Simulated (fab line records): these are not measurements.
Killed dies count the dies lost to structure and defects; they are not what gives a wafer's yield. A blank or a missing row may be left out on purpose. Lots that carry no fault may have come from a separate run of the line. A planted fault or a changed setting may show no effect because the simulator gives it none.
Chamber matching    flow nand-harc    NHARC_A_STAIRCASE_TRIM_196 on rie-diel-13 has 4 sister chambers
The step chemistry O2, time 211.2 s. 4 wafers are shown with their chamber, then 7 later ones without.

== EACH WAFER AND ITS CHAMBER ==
wafer   chamber  drypump-motor-current-A (A)
L334.2  0        5.3
L337.1  2        4.9
L338.2  1        6.6
L338.4  3        6.0

== WAFERS WHOSE CHAMBER IS MISSING ==
wafer   drypump-motor-current-A (A)
L338.6  4.9
L339.2  6.5
L339.3  5.3
L339.5  6.0
L342.2  6.5
L342.3  6.1
L342.5  4.9

== WHICH CHAMBER EACH ONE RAN IN ==
wafer   from the rows above  in truth
L338.6  2                    2
L339.2  1                    1
L339.3  0                    0
L339.5  3                    3
L342.2  1                    1
L342.3  3                    3
L342.5  2                    2
Correct placement for 7 of the 7. Can't be placed from these rows: 0. Wrongly placed: 0.
How it was worked out, from the rows above alone: a wafer's distance from a chamber is the root of the sum, over the readings, of the square of ((its reading less the chamber's mean) divided by the reading's scatter). If the next closest chamber is less than 2 further off than the closest, the wafer can't be placed; otherwise it belongs to the closest. A chamber's mean is the mean of its shown wafers. The scatter: with one shown wafer a chamber, the root of the mean of the squares of how far each hidden wafer lies from its nearest shown one.
